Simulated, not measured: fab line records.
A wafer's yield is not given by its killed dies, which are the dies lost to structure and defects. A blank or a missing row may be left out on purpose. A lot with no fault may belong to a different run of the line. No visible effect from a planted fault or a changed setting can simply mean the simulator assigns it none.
Matching of chambers / flow n5-finfet / N5_BEOL_M13_ETCH_38 on rie-diel-01 has 4 sister chambers
The step etches SiCN in CF4/N2, target depth 67.5 nm, time 71.9 s. 16 wafers are shown with their chamber, then 8 later ones without.

WAFERS WITH THEIR CHAMBER
wafer=L076.1; chamber=3; showerhead-plenum-p-Torr (Torr)=2.21; throttle-valve-pct (%)=15.42; oes-product-au (a.u.)=0.74
wafer=L076.2; chamber=2; showerhead-plenum-p-Torr (Torr)=2.13; throttle-valve-pct (%)=15.55; oes-product-au (a.u.)=0.79
wafer=L076.5; chamber=1; showerhead-plenum-p-Torr (Torr)=2.15; throttle-valve-pct (%)=15.22; oes-product-au (a.u.)=0.81
wafer=L074.2; chamber=3; showerhead-plenum-p-Torr (Torr)=2.21; throttle-valve-pct (%)=15.43; oes-product-au (a.u.)=0.75
wafer=L074.3; chamber=2; showerhead-plenum-p-Torr (Torr)=2.13; throttle-valve-pct (%)=15.56; oes-product-au (a.u.)=0.78
wafer=L074.5; chamber=3; showerhead-plenum-p-Torr (Torr)=2.21; throttle-valve-pct (%)=15.43; oes-product-au (a.u.)=0.75
wafer=L081.1; chamber=2; showerhead-plenum-p-Torr (Torr)=2.13; throttle-valve-pct (%)=15.58; oes-product-au (a.u.)=0.76
wafer=L081.3; chamber=0; showerhead-plenum-p-Torr (Torr)=2.26; throttle-valve-pct (%)=15.45; oes-product-au (a.u.)=0.71
wafer=L081.6; chamber=2; showerhead-plenum-p-Torr (Torr)=2.13; throttle-valve-pct (%)=15.57; oes-product-au (a.u.)=0.76
wafer=L088.1; chamber=2; showerhead-plenum-p-Torr (Torr)=2.13; throttle-valve-pct (%)=15.58; oes-product-au (a.u.)=0.75
wafer=L088.4; chamber=1; showerhead-plenum-p-Torr (Torr)=2.15; throttle-valve-pct (%)=15.26; oes-product-au (a.u.)=0.78
wafer=L088.5; chamber=1; showerhead-plenum-p-Torr (Torr)=2.14; throttle-valve-pct (%)=15.26; oes-product-au (a.u.)=0.77
wafer=L090.3; chamber=3; showerhead-plenum-p-Torr (Torr)=2.20; throttle-valve-pct (%)=15.47; oes-product-au (a.u.)=0.73
wafer=L090.4; chamber=0; showerhead-plenum-p-Torr (Torr)=2.25; throttle-valve-pct (%)=15.48; oes-product-au (a.u.)=0.71
wafer=L090.5; chamber=1; showerhead-plenum-p-Torr (Torr)=2.14; throttle-valve-pct (%)=15.28; oes-product-au (a.u.)=0.78
wafer=L089.1; chamber=1; showerhead-plenum-p-Torr (Torr)=2.14; throttle-valve-pct (%)=15.27; oes-product-au (a.u.)=0.76

SIGNATURES (means of the wafers above)
reading=showerhead-plenum-p-Torr; chamber 0=2.2550; chamber 1=2.1440; chamber 2=2.1300; chamber 3=2.2075; scatter within a chamber=0.00452
reading=throttle-valve-pct; chamber 0=15.4650; chamber 1=15.2580; chamber 2=15.5680; chamber 3=15.4375; scatter within a chamber=0.0198
reading=oes-product-au; chamber 0=0.7100; chamber 1=0.7800; chamber 2=0.7680; chamber 3=0.7425; scatter within a chamber=0.0152
Rule: for a wafer and a chamber, the distance is found by dividing, reading by reading, the gap between the wafer's reading and the chamber's mean by the reading's scatter, squaring, summing and taking the root. If the next closest chamber is less than 2 further off than the closest, the wafer can't be placed; otherwise it belongs to the closest. How the scatter is found: for the shown wafers, subtract from each reading the mean of its chamber, square and add these, divide the total by (wafers less chambers), then take the root.

WAFERS MISSING THEIR CHAMBER
wafer=L089.2; showerhead-plenum-p-Torr (Torr)=2.20; throttle-valve-pct (%)=15.49; oes-product-au (a.u.)=0.73
wafer=L089.6; showerhead-plenum-p-Torr (Torr)=2.25; throttle-valve-pct (%)=15.46; oes-product-au (a.u.)=0.70
wafer=L095.1; showerhead-plenum-p-Torr (Torr)=2.12; throttle-valve-pct (%)=15.62; oes-product-au (a.u.)=0.76
wafer=L095.3; showerhead-plenum-p-Torr (Torr)=2.25; throttle-valve-pct (%)=15.47; oes-product-au (a.u.)=0.70
wafer=L095.6; showerhead-plenum-p-Torr (Torr)=2.12; throttle-valve-pct (%)=15.61; oes-product-au (a.u.)=0.75
wafer=L097.1; showerhead-plenum-p-Torr (Torr)=2.14; throttle-valve-pct (%)=15.30; oes-product-au (a.u.)=0.76
wafer=L097.4; showerhead-plenum-p-Torr (Torr)=2.19; throttle-valve-pct (%)=15.52; oes-product-au (a.u.)=0.71
wafer=L097.6; showerhead-plenum-p-Torr (Torr)=2.25; throttle-valve-pct (%)=15.49; oes-product-au (a.u.)=0.70

EACH ONE'S CHAMBER
wafer=L089.2; from the rows above=3; in truth=3
wafer=L089.6; from the rows above=0; in truth=0
wafer=L095.1; from the rows above=2; in truth=2
wafer=L095.3; from the rows above=0; in truth=0
wafer=L095.6; from the rows above=2; in truth=2
wafer=L097.1; from the rows above=1; in truth=1
wafer=L097.4; from the rows above=3; in truth=3
wafer=L097.6; from the rows above=0; in truth=0
Correctly placed: 8 of 8. Not placeable from these rows: 0. Number placed wrongly: 0.
